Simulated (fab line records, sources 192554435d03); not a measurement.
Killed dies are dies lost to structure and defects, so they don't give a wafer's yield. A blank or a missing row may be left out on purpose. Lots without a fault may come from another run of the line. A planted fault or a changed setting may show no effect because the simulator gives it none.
A struck lot beside a sound one | flow n5_finfet | 19 steps out of a route of 1938
Sound: wafers L530.1, L530.2, L530.4. Struck: wafers L542.4, L542.5. The cause comes at the end.
At each step with rows: each side's tool, then ch and its chambers, then its first start. Under that, the readings that differ: sound wafers | struck wafers | difference of the means | sigmas: that difference in standard deviations of wafers without a fault.
alike: readings whose means differ by less than 2 such deviations, and words and numbers that are the same on both sides. not compared: withheld readings, readings that some wafer has no value for, bounds like >300 that may hide the same value, and numbers for which the record gives no deviation and whose values overlap.
The two part at a step that has a row with sigmas, a row that says differs or no value, or rows on one side only. Numbers that don't overlap but have no deviation are shown without sigmas and don't part them. A reading that every wafer of one side lacks parts them only if that side has two wafers or more.

first, 9 steps without rows for these wafers: N5_BEOL_M4_COAT_67 (time 60 s, resist thk 60 nm); N5_BEOL_M4_COAT_68 (time 60 s, resist thk 12 nm); N5_BEOL_M4_COAT_76 (time 60 s, resist thk 5 nm); N5_BEOL_M4_COAT_22 (resist thk 30 nm); N5_BEOL_M4_EBR_24; N5_BEOL_M4_SOFTBAKE_23 (time 60 s); N5_BEOL_M4_EXPOSE_25 (exposes mask V3, defocus 5 nm); N5_BEOL_M4_PEB_26 (peb time 60 s); N5_BEOL_M4_DEVELOP_27 (develop time 30 s).
N5_BEOL_M4_CD_MEAS_28: target cd 26.2 nm, target cd y 24.1 nm.
  sound on cd_sem-03 ch 0, day 10 02:50; struck on cd_sem-03 ch 0, day 12 05:28
  alike: cd_nm
N5_BEOL_M4_OVL_MEAS_29:
  sound on overlay-01 ch 0, day 10 02:52; struck on overlay-01 ch 0, day 12 05:31
  alike: V3_OVL
N5_BEOL_M4_INSPECT_30: inspects for defects (brightfield).
  sound on defect_inspect-02, day 10 02:56; struck on defect_inspect-01, day 12 05:33
  alike: raw_defect_count
N5_BEOL_M4_DESCUM_33: chemistry O2, time 7 s.
  sound on rie_diel-04 ch 0,1,3, day 10 02:58; struck on rie_diel-04 ch 1,3, day 12 05:53
  reading                                      | sound        | struck    | difference                    | sigmas
  rf_hours_counter_h (h)                       | 216 238 42   | - -       | no value on the struck wafers |
  model.CAR-EUV_of_BEOL_M4_COAT_22.thk_nm (nm) | 26 26.2 26.2 | 23.6 23.6 | -2.5                          |
  alike: bias_power_w, drypump_motor_current_A, oes_product_au, rf_vpp_V, showerhead_plenum_p_Torr, throttle_valve_pct
N5_BEOL_M4_ETCH_77: etches underlayer in N2/H2, target depth 6.5 nm, time 5.2 s.
  sound on rie_diel-04 ch 0,1,3, day 10 03:00; struck on rie_diel-04 ch 1,3, day 12 05:54
  reading                | sound      | struck | difference                    | sigmas
  rf_hours_counter_h (h) | 216 238 42 | - -    | no value on the struck wafers |
  alike: bias_w, drypump_motor_current_A, etch_rf_on_time_s, h2_flow_sccm, oes_product_au, rf_vpp_V, showerhead_plenum_p_Torr, throttle_valve_pct
N5_BEOL_M4_ETCH_69: etches SiARC in CF4, target depth 15.6 nm, time 26 s.
  sound on rie_diel-04 ch 0,1,3, day 10 03:01; struck on rie_diel-04 ch 1,3, day 12 05:56
  reading                | sound      | struck | difference                    | sigmas
  rf_hours_counter_h (h) | 216 238 42 | - -    | no value on the struck wafers |
  alike: bias_w, drypump_motor_current_A, etch_rf_on_time_s, oes_product_au, rf_vpp_V, showerhead_plenum_p_Torr, throttle_valve_pct
N5_BEOL_M4_ALD_98: deposits SiO2, target thk 2.5 nm, pulse time 1 s, co reactant pulse time 1 s.
  sound on ald_sin-01 ch 1,3, day 10 03:06; struck on ald_sin-01 ch 0,2, day 12 05:59
  alike: heater_power_w, precursor_pulse_height_rel
  not compared: since_wet_clean_h
N5_BEOL_M4_ETCHBACK_99: etches SiO2 in CHF3, target depth 5 nm, time 10.4 s.
  sound on rie_diel-04 ch 1,2, day 11 09:59; struck on rie_diel-04 ch 0,1, day 13 23:20
  reading                                      | sound          | struck | difference | sigmas
  model.CAR-EUV_of_BEOL_M4_COAT_22.thk_nm (nm) | 10.4 10.6 10.6 | 8 8    | -3         |
  alike: bias_w, drypump_motor_current_A, oes_f_703_au, oes_product_au, rf_vpp_V, showerhead_plenum_p_Torr, throttle_valve_pct
  not compared: rf_hours_counter_h
N5_BEOL_M4_ETCH_70: etches SOC in N2/H2, target depth 80 nm, overetch 24 nm, time 130 s.
  sound on rie_diel-04 ch 1,2, day 11 10:01; struck on rie_diel-04 ch 0,1, day 13 23:23
  alike: bias_w, drypump_motor_current_A, h2_flow_sccm, oes_product_au, rf_vpp_V, showerhead_plenum_p_Torr, throttle_valve_pct
  not compared: rf_hours_counter_h
N5_BEOL_M4_RC_MEAS_101:
  sound on prober-01 ch 0, day 11 17:25; struck on prober-01 ch 0, day 14 05:37
  alike: DIBL_N, DIBL_P, IOFF_N, IOFF_P, ION_N, ION_P, SS_N, SS_P, VT_N, VT_P

WHERE THEY PART
First at N5_BEOL_M4_DESCUM_33; last, within this record, at N5_BEOL_M4_ETCH_69. Later steps at which nothing parts them and some readings are alike: N5_BEOL_M4_ALD_98, N5_BEOL_M4_ETCHBACK_99, N5_BEOL_M4_ETCH_70, N5_BEOL_M4_RC_MEAS_101.

WHY: what the simulator had put in
Process parameter drift: rie_diel-04, from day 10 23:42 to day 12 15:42, at N5_BEOL_M4_DESCUM_33. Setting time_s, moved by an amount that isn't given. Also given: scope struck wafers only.
